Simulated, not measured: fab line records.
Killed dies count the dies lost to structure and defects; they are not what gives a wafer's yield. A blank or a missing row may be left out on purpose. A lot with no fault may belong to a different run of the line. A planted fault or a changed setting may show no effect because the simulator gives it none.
fab line records ; flow nandHarc
record: lots: 13; wafers: 33; lastDay: 24
route steps=1159 shown P_STI@80 P_GATE@144 END@1159
lots that met no fault: from a run of the same line without faults
startH: hours from the record's first day to the start of the lot's first wafer shown ; waitH: time in hours since the lot's previous step ; " as in the row above ; L1.1+2: several wafers, shown together as one row ; - no value present, or no start provided ; * or withheld: withheld ; < > ~ a bound
route shown NAME@n: a module of which the file shows steps, and the number in the route of the first ; usual: mean/standard deviation of fault-free wafers ; same: alike in all rows ; chamber/n: place in a boat ; sites: the reading at each site ; _std_site: standard deviation across them ; _edge_site: mean of outer sites minus mean of inner sites ; radiusMm: for every site, how far away it sits from the centre of the wafer ; mask NAME#n: copy n ; behind: the tool/chamber that last shaped the wafer ; hold: cause of the lot's hold/its duration in hours/its outcome ; device: transistor that didn't switch, given as n, p or np ; end of line: the same wafers' tests at the end of the route ; a step with no rows: only its recipe ; killed: at the first sort, the dies lost to defects and structure; wafer yield is something else ; map: a wafer's dies, marking killed ones x, the rest . and places with no die _
set.NAME: setting as actually run; set.NAME@STEP: the setting as run at that earlier step ; model.NAME: the simulator's own value behind a step, which no gauge read
route steps across a sampled set of lots; one table per step, one row per wafer
services: a tool's chamber out of use, with start hour (startH, from the record's first day; less than 0 if before it), hours out, and reason
== steps ==
step: NHARC_P_STI_EXPOSE_06
recipe: na: 0.55; targetCdNm: 200; doseMj: 37.69; maskId: P_STI
lot.wafer;tool;chamber;startH;waitH;mask
L989.1+3+5;krfScanner-01;0;34.63;-;P_STI#0
L990.1+2+3;krfScanner-04;0;42.22;-;P_STI#0
L991.2+3+6;krfScanner-01;0;50.25;-;P_STI#0
L993.1+4+6;krfScanner-04;0;60.46;-;P_STI#0
L994.3;krfScanner-04;0;66.99;-;P_STI#0
L995.1;krfScanner-04;0;67.01;-;P_STI#0
L997.1;krfScanner-04;0;82.91;-;P_STI#0
L999.3+4+5;krfScanner-01;0;97.53;-;P_STI#0
L105.4+5+6;krfScanner-01;0;135.04;-;P_STI#0
L106.2+4+5;krfScanner-02;0;135.19;-;P_STI#0
L108.1+2+3;krfScanner-01;0;148.39;-;P_STI#0
L110.3+4+6;krfScanner-01;0;162.48;-;P_STI#0
L112.1+4+5;krfScanner-04;0;172.88;-;P_STI#0
step: NHARC_P_STI_CD_MEAS_09
recipe: targetCdNm: 200; landingEnergyEv: 500
usual: cdNm: 199.5/2.9
lot.wafer;tool;chamber;startH;waitH;hold;cdNm
L989.1;cdSem-02;0;34.79;-;-;200.8
L989.3;cdSem-02;0;34.79;-;-;197.4
L989.5;cdSem-02;0;34.79;-;-;200.2
L990.1;cdSem-02;0;42.37;-;-;199.2
L990.2;cdSem-02;0;42.37;-;-;204.6
L990.3;cdSem-02;0;42.37;-;-;200.4
L991.2;cdSem-03;0;50.40;-;-;197.8
L991.3;cdSem-03;0;50.40;-;-;194.9
L991.6;cdSem-03;0;50.40;-;-;197.8
L993.1;cdSem-01;0;60.61;-;-;197.3
L993.4;cdSem-01;0;60.61;-;-;201.8
L993.6;cdSem-01;0;60.61;-;-;198.7
L994.3;cdSem-03;0;67.13;-;awaitDispo/0.2h/release;179.8
L994.3;cdSem-03;0;-;-;-;180.2
L995.1;cdSem-02;0;67.16;-;awaitDispo/0.2h/release;181.5
L995.1;cdSem-02;0;-;-;-;181.5
L997.1;cdSem-02;0;83.06;-;awaitDispo/0.2h/release;178.2
L997.1;cdSem-02;0;-;-;-;178.0
L999.3;cdSem-02;0;97.68;-;-;196.8
L999.4;cdSem-02;0;97.68;-;-;198.7
L999.5;cdSem-02;0;97.68;-;-;197.3
L105.4;cdSem-02;0;135.19;-;-;207.0
L105.5;cdSem-02;0;135.19;-;-;200.8
L105.6;cdSem-02;0;135.19;-;-;200.0
L106.2;cdSem-01;0;135.35;-;-;199.0
L106.4;cdSem-01;0;135.35;-;-;200.8
L106.5;cdSem-01;0;135.35;-;-;197.9
L108.1;cdSem-02;0;148.54;-;-;198.9
L108.2;cdSem-02;0;148.54;-;-;198.5
L108.3;cdSem-02;0;148.54;-;-;197.7
L110.3;cdSem-02;0;162.62;-;-;199.5
L110.4;cdSem-02;0;162.62;-;-;199.1
L110.6;cdSem-02;0;162.62;-;-;195.4
L112.1;cdSem-02;0;173.04;-;-;198.1
L112.4;cdSem-02;0;173.04;-;-;200.4
L112.5;cdSem-02;0;173.04;-;-;199.2
step: NHARC_P_STI_OCD_MEAS_17
usual: trenchDepthNm: 303/4.4; trenchFootCdNm: 157.2/2.9
lot.wafer;tool;chamber;startH;waitH;hold;trenchDepthNm;trenchFootCdNm
L989.1;ocd-02;-;35.57;0.1;-;298;159.8
L989.3;ocd-02;-;35.57;0.1;-;298;155.9
L989.5;ocd-02;-;35.57;0.1;-;299;158.1
L990.1;ocd-02;-;43.22;0.1;-;305;157.2
L990.2;ocd-02;-;43.22;0.1;-;308;161.5
L990.3;ocd-02;-;43.22;0.1;-;299;159.2
L991.2;ocd-01;-;51.20;0.1;-;295;157.1
L991.3;ocd-01;-;51.20;0.1;-;307;152.8
L991.6;ocd-01;-;51.20;0.1;-;305;155.3
L993.1;ocd-02;-;61.39;0.1;-;302;154.8
L993.4;ocd-02;-;61.39;0.1;-;303;159.0
L993.6;ocd-02;-;61.39;0.1;-;305;155.6
L995.1;ocd-02;-;75.28;4.7;awaitDispo/0.2h/release;303;138.3
L995.1;ocd-02;-;75.46;0.2;-;303;139.4
L994.3;ocd-01;-;76.41;4.5;awaitDispo/0.2h/release;311;136.8
L994.3;ocd-01;-;76.59;0.2;-;312;136.7
L997.1;ocd-01;-;92.70;4.4;awaitDispo/0.2h/release;296;136.7
L997.1;ocd-01;-;92.87;0.2;-;296;136.5
L999.3;ocd-01;-;98.46;0.1;-;311;153.6
L999.4;ocd-01;-;98.46;0.1;-;297;157.3
L999.5;ocd-01;-;98.46;0.1;-;306;154.7
L105.4;ocd-02;-;135.97;0.1;-;301;164.7
L105.5;ocd-02;-;135.97;0.1;-;309;157.6
L105.6;ocd-02;-;135.97;0.1;-;305;157.4
L106.2;ocd-02;-;136.24;0.1;-;303;156.4
L106.4;ocd-02;-;136.24;0.1;-;302;158.0
L106.5;ocd-02;-;136.24;0.1;-;306;155.7
L108.1;ocd-02;-;149.35;0.1;-;297;157.1
L108.2;ocd-02;-;149.35;0.1;-;300;156.8
L108.3;ocd-02;-;149.35;0.1;-;305;155.0
L110.3;ocd-02;-;163.43;0.1;-;307;156.3
L110.4;ocd-02;-;163.43;0.1;-;308;156.6
L110.6;ocd-02;-;163.43;0.1;-;302;153.1
L112.1;ocd-02;-;173.84;0.1;-;299;156.7
L112.4;ocd-02;-;173.84;0.1;-;301;157.7
L112.5;ocd-02;-;173.84;0.1;-;305;156.2
step: NHARC_P_GATE_DESCUM_31
recipe: timeS: 3; o2FlowSccm: 200; arFlowSccm: 0; biasPowerW: 0; chemistry: O2
usual: drypumpMotorCurrentA: 5.6/0.52; oesProductAu: 1.007/0.018; rfVppV: 57.7/0.86; showerheadPlenumPTorr: 1.90/0.077; throttleValvePct: 11.310/0.0096
lot.wafer;tool;chamber;startH;waitH;drypumpMotorCurrentA;oesProductAu;rfHoursCounterH;rfVppV;showerheadPlenumPTorr;throttleValvePct
L989.1;rieDiel-12;0;81.52;0.1;5.6;0.994;17;57.7;1.98;11.305
L989.3;rieDiel-12;3;81.52;0.1;5.3;1.022;17;57.8;1.97;11.306
L989.5;rieDiel-12;1;81.52;0.1;5.9;1.007;-;58.6;1.86;11.319
L990.1;rieDiel-03;2;94.32;0.1;5.2;1.035;15;58.0;2.00;11.310
L990.2;rieDiel-03;0;94.32;0.1;5.1;1.006;16;57.4;1.92;11.325
L990.3;rieDiel-03;1;94.32;0.1;4.9;0.996;15;58.0;1.97;11.317
L993.4;rieDiel-03;0;106.98;0.1;5.1;1.011;21;57.5;1.92;11.325
L993.1;rieDiel-03;1;106.98;0.1;4.9;1.004;20;58.5;1.97;11.324
L993.6;rieDiel-03;3;106.98;0.1;6.0;1.022;-;55.5;1.91;11.323
L991.2;rieDiel-10;3;107.09;0.1;5.5;1.005;21;55.1;1.82;11.307
L991.3;rieDiel-10;0;107.09;0.1;5.3;1.004;20;58.4;1.98;11.307
L991.6;rieDiel-10;3;107.09;0.1;5.5;1.000;-;58.1;1.82;11.306
L995.1;rieDiel-10;0;121.33;0.1;5.3;1.015;22;55.5;1.98;11.313
L994.3;rieDiel-03;0;122.06;0.1;5.1;1.003;25;58.7;1.92;11.299
L997.1;rieDiel-03;2;137.69;0.1;5.2;1.004;27;58.7;1.99;11.304
L999.4;rieDiel-10;2;150.62;0.1;5.3;1.025;30;59.0;1.79;11.316
L999.3;rieDiel-10;0;150.62;0.1;5.3;0.992;28;58.0;1.98;11.317
L999.5;rieDiel-10;3;150.62;0.1;5.5;0.995;-;57.7;1.82;11.310
L105.4;rieDiel-10;2;186.87;0.1;5.3;1.019;0;57.6;1.79;11.308
L105.6;rieDiel-10;0;186.87;0.1;5.3;0.988;-;57.9;1.98;11.317
L105.5;rieDiel-10;1;186.87;0.1;6.7;1.041;-;57.3;1.88;11.319
L106.4;rieDiel-12;1;187.49;0.1;5.9;0.991;54;56.6;1.85;11.310
L106.2;rieDiel-12;2;187.49;0.1;6.1;0.975;55;59.4;2.02;11.323
L106.5;rieDiel-12;0;187.49;0.1;5.6;0.988;-;57.0;1.97;11.308
L108.3;rieDiel-03;0;203.35;0.1;5.1;1.008;55;56.9;1.91;11.304
L108.2;rieDiel-03;2;203.35;0.1;5.2;1.007;57;58.3;1.98;11.315
L108.1;rieDiel-03;3;203.35;0.1;6.1;1.029;46;57.7;1.90;11.308
L110.4;rieDiel-10;2;217.59;0.1;5.3;1.021;8;57.7;1.78;11.314
L110.3;rieDiel-10;1;217.59;0.1;6.7;1.041;8;58.3;1.88;11.299
L110.6;rieDiel-10;3;217.59;0.1;5.5;0.990;-;57.7;1.82;11.310
L112.1;rieDiel-10;2;222.42;0.1;5.3;1.016;9;56.7;1.78;11.324
L112.4;rieDiel-10;3;222.42;0.1;5.5;0.985;10;57.6;1.82;11.300
L112.5;rieDiel-10;2;222.42;0.1;5.3;1.015;-;57.5;1.78;11.323
step: NHARC_P_GATE_DESCUM_48
recipe: timeS: 3; o2FlowSccm: 200; arFlowSccm: 0; biasPowerW: 0; chemistry: O2
usual: drypumpMotorCurrentA: 5.6/0.49; oesProductAu: 1.005/0.019; rfVppV: 57.7/0.86; showerheadPlenumPTorr: 1.91/0.076; throttleValvePct: 11.312/0.0094
lot.wafer;tool;chamber;startH;waitH;drypumpMotorCurrentA;oesProductAu;rfHoursCounterH;rfVppV;showerheadPlenumPTorr;throttleValvePct
L989.1;rieDiel-12;3;93.66;-;5.3;1.007;21;58.8;1.97;11.307
L989.3;rieDiel-12;0;93.66;-;5.6;0.989;21;59.2;1.98;11.304
L989.5;rieDiel-12;3;93.66;-;5.3;1.007;-;58.8;1.97;11.312
L990.3;rieDiel-12;2;106.15;-;6.1;0.976;25;58.2;2.03;11.309
L990.1;rieDiel-12;0;106.15;-;5.6;0.981;24;58.8;1.98;11.311
L990.2;rieDiel-12;1;106.15;-;5.9;0.995;24;57.4;1.86;11.304
L993.4;rieDiel-10;3;119.03;-;5.5;0.996;23;58.3;1.82;11.322
L993.1;rieDiel-10;0;119.03;-;5.3;0.997;22;58.6;1.98;11.301
L993.6;rieDiel-10;2;119.03;-;5.3;1.018;-;57.8;1.79;11.309
L991.2;rieDiel-10;0;119.38;-;5.3;1.006;22;58.2;1.98;11.319
L991.3;rieDiel-10;2;119.38;-;5.3;1.026;24;56.5;1.79;11.316
L991.6;rieDiel-10;0;119.38;-;5.3;0.995;-;59.3;1.98;11.318
L995.1;rieDiel-10;1;133.28;-;6.7;1.038;27;56.7;1.88;11.314
L994.3;rieDiel-12;3;136.20;-;5.3;0.985;36;59.0;1.97;11.304
L997.1;rieDiel-10;2;149.54;-;5.3;1.033;29;57.2;1.79;11.295
L999.4;rieDiel-10;0;167.00;-;5.2;0.997;30;58.2;1.98;11.322
L999.3;rieDiel-10;3;167.00;-;5.5;1.001;32;55.1;1.82;11.298
L999.5;rieDiel-10;1;167.00;-;6.7;1.031;-;56.8;1.88;11.322
L105.4;rieDiel-03;0;199.13;-;5.1;1.011;53;57.5;1.91;11.314
L105.5;rieDiel-03;3;199.13;-;6.1;1.031;-;59.1;1.90;11.308
L105.6;rieDiel-03;0;199.13;-;5.1;1.008;-;57.1;1.91;11.310
L106.4;rieDiel-10;1;199.48;-;6.7;1.032;4;56.8;1.88;11.315
L106.2;rieDiel-10;2;199.48;-;5.3;1.014;4;55.4;1.79;11.309
L106.5;rieDiel-10;2;199.48;-;5.4;1.013;-;57.0;1.79;11.312
L108.2;rieDiel-12;3;215.40;-;5.3;0.999;0;58.7;1.96;11.328
L108.3;rieDiel-12;0;215.40;-;5.6;0.965;1;57.1;1.97;11.310
L108.1;rieDiel-12;2;215.40;-;6.1;0.968;1;58.0;2.02;11.313
L110.3;rieDiel-03;2;231.80;-;5.2;1.007;4;58.0;1.98;11.307
L110.4;rieDiel-03;1;231.80;-;4.9;1.000;3;57.7;1.96;11.306
L110.6;rieDiel-03;2;231.80;-;5.2;1.017;-;57.5;1.98;11.312
L112.4;rieDiel-10;3;234.54;-;5.5;0.980;11;57.3;1.82;11.330
L112.1;rieDiel-10;0;234.54;-;5.3;0.987;11;56.7;1.98;11.314
L112.5;rieDiel-10;1;234.54;-;6.7;1.025;-;56.4;1.88;11.309
step: NHARC_P_GATE_STRIP_111
recipe: powerW: 1500; tempC: 110; timeS: 250; chemistry: N2/H2
usual: drypumpMotorCurrentA: 5.3/0.41; heaterPowerW: 91/4.2
lot.wafer;tool;chamber;startH;waitH;drypumpMotorCurrentA;heaterPowerW;rfHoursCounterH
L989.1;plasmaAsher-02;0;94.13;0.3;4.7;96;28
L989.3;plasmaAsher-02;1;94.13;0.3;5.7;89;-
L989.5;plasmaAsher-02;0;94.13;0.3;4.8;94;-
L990.2;plasmaAsher-02;0;106.52;0.2;4.8;93;33
L990.1;plasmaAsher-02;1;106.52;0.2;5.7;88;33
L990.3;plasmaAsher-02;1;106.52;0.2;5.7;87;-
L993.1;plasmaAsher-02;0;119.39;0.2;4.8;94;37
L993.4;plasmaAsher-02;1;119.39;0.2;5.7;89;-
L993.6;plasmaAsher-02;1;119.39;0.2;5.7;88;-
L991.2;plasmaAsher-01;1;119.74;0.2;5.2;87;3
L991.3;plasmaAsher-01;0;119.74;0.2;5.7;90;-
L991.6;plasmaAsher-01;0;119.74;0.2;5.7;95;-
L995.1;plasmaAsher-02;0;133.64;0.2;4.8;96;43
L994.3;plasmaAsher-02;0;136.63;0.2;4.8;93;-
L997.1;plasmaAsher-02;0;149.96;0.2;4.8;96;47
L999.3;plasmaAsher-01;1;167.67;0.4;5.2;86;-
L999.4;plasmaAsher-01;0;167.67;0.4;5.6;96;-
L999.5;plasmaAsher-01;1;167.67;0.4;5.2;85;-
L105.4;plasmaAsher-02;0;199.59;0.2;4.8;97;-
L105.5;plasmaAsher-02;0;199.59;0.2;4.8;98;-
L105.6;plasmaAsher-02;1;199.59;0.2;5.8;86;-
L106.2;plasmaAsher-01;0;199.96;0.3;5.7;96;32
L106.4;plasmaAsher-01;0;199.96;0.3;5.7;93;-
L106.5;plasmaAsher-01;1;199.96;0.3;5.2;85;-
L108.2;plasmaAsher-01;1;215.77;0.2;5.2;85;37
L108.1;plasmaAsher-01;0;215.77;0.2;5.7;90;37
L108.3;plasmaAsher-01;1;215.77;0.2;5.2;86;-
L110.4;plasmaAsher-01;0;232.27;0.2;5.6;93;-
L110.3;plasmaAsher-01;1;232.27;0.2;5.2;86;-
L110.6;plasmaAsher-01;0;232.27;0.2;5.7;93;-
L112.1;plasmaAsher-01;0;235.01;0.3;5.7;93;44
L112.4;plasmaAsher-01;0;235.01;0.3;5.7;93;-
L112.5;plasmaAsher-01;0;235.01;0.3;5.6;94;-
step: NHARC_END_SORT_01
recipe: tempC: 25
usual: killedAtArray: 28/11; killedAtOther: 0.5/0.87; killedAtPeriphery: 2.9/2.2; killedDies: 32/11; killedOpen: 3.2/1.9; killedShort: 1.8/1.4
same: grossDies: 677
lot.wafer;tool;chamber;startH;waitH;killedAtArray;killedAtOther;killedAtPeriphery;killedDies;killedOpen;killedShort
L997.1;prober-02;0;475.54;2.5;22;1;10;33;4;3
L995.1;prober-02;0;483.48;2.5;34;3;4;41;5;1
L994.3;prober-01;0;485.09;3.1;20;0;5;25;3;3
killed by level:class
L997.1 A_CONTACT:chamberFilmFlake=7 P_STI:areaExpose=7 A_SLIT:chamberFilmFlake=6 A_STAIRCASE:chamberFilmFlake=3 P_CONTACT:geometricParticle:short=2 A_CONTACT:geometricParticle:open=2 A_CHANNEL_HOLE_D1:chamberFilmFlake=2 P_CONTACT:geometricParticle:open=1
L995.1 A_SLIT:chamberFilmFlake=12 A_CHANNEL_HOLE_D1:chamberFilmFlake=11 THIN_TSV:chamberFilmFlake=3 A_M0:geometricParticle:open=2 A_ZERO_WELL:chamberFilmFlake=2 A_CHANNEL_FILL_D1:chamberFilmFlake=2 A_STAIRCASE:chamberFilmFlake=2 P_M0:geometricParticle:open=1
L994.3 A_SLIT:chamberFilmFlake=8 A_CHANNEL_HOLE_D1:chamberFilmFlake=2 A_STAIRCASE:chamberFilmFlake=2 A_BLC:chamberFilmFlake=2 P_STI:areaExpose=2 P_CONTACT:geometricParticle:open=1 P_CONTACT:geometricParticle:short=1 A_ONON_D1:geometricParticle:short=1
== services ==
tool;chamber;startH;hours;kind
rieDiel-12;0;15.94;2.9;repair
rieDiel-03;2;25.02;1.9;repair
rieDiel-12;-;25.43;9.0;pm
rieDiel-03;3;34.44;35.4;repair
rieDiel-03;-;38.38;9.0;pm
krfScanner-01;-;41.44;1.4;repair
krfScanner-01;-;44.35;1.7;repair
plasmaAsher-02;-;45.22;2.0;repair
rieDiel-12;-;45.91;0.2;repair
plasmaAsher-02;-;48.07;1.2;repair
rieDiel-12;-;66.02;1.1;repair
krfScanner-01;-;80.27;3.5;repair
krfScanner-01;-;84.00;4.0;pm
rieDiel-10;0;95.88;4.9;repair
rieDiel-10;3;97.00;3.0;repair
plasmaAsher-01;-;99.29;9.0;pm
rieDiel-12;0;102.75;2.9;repair
rieDiel-03;1;138.98;11.3;repair
rieDiel-12;2;143.75;1.7;repair
krfScanner-01;-;165.59;1.0;repair
rieDiel-10;-;176.51;9.0;pm
rieDiel-12;-;197.12;5.7;repair
rieDiel-12;-;202.83;9.0;pm
rieDiel-03;-;215.38;9.0;pm
== key ==
firstSign: step: NHARC_P_STI_CD_MEAS_09; reading: visit; direction: added
effect: step: NHARC_P_STI_CD_MEAS_09; reading: cdNm; direction: down; sigmas: 6.9; usual: 199.5; struck: 179.8
effect: step: NHARC_P_STI_OCD_MEAS_17; reading: visit; direction: added
effect: step: NHARC_P_STI_OCD_MEAS_17; reading: trenchFootCdNm; direction: down; sigmas: 6.8; usual: 157.2; struck: 137.3
metAt NHARC_P_STI_EXPOSE_06
struckLots L994,L995,L997
struckWafers L994.3,L995.1,L997.1
testerLeftOut L994,L995,L997
notActingAt NHARC_P_GATE_DESCUM_31,NHARC_P_GATE_DESCUM_48,NHARC_P_GATE_STRIP_111
onsetBetween 60.46 66.99
fault: kind: processParameterDrift; tool: krfScanner-04; chamber: -; onsetH: 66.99; steps: NHARC_P_STI_EXPOSE_06; channel: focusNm; offset: 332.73; shape: step; endH: 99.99; scope: struckWafersOnly
testerLeftOut: of these lots the tester's yield and bins aren't shown, on N5 and GAA mostly nor the transistor test; their killed dies are dies lost to structure and defects alone, not to doping, threshold or leakage, so they don't give the yield
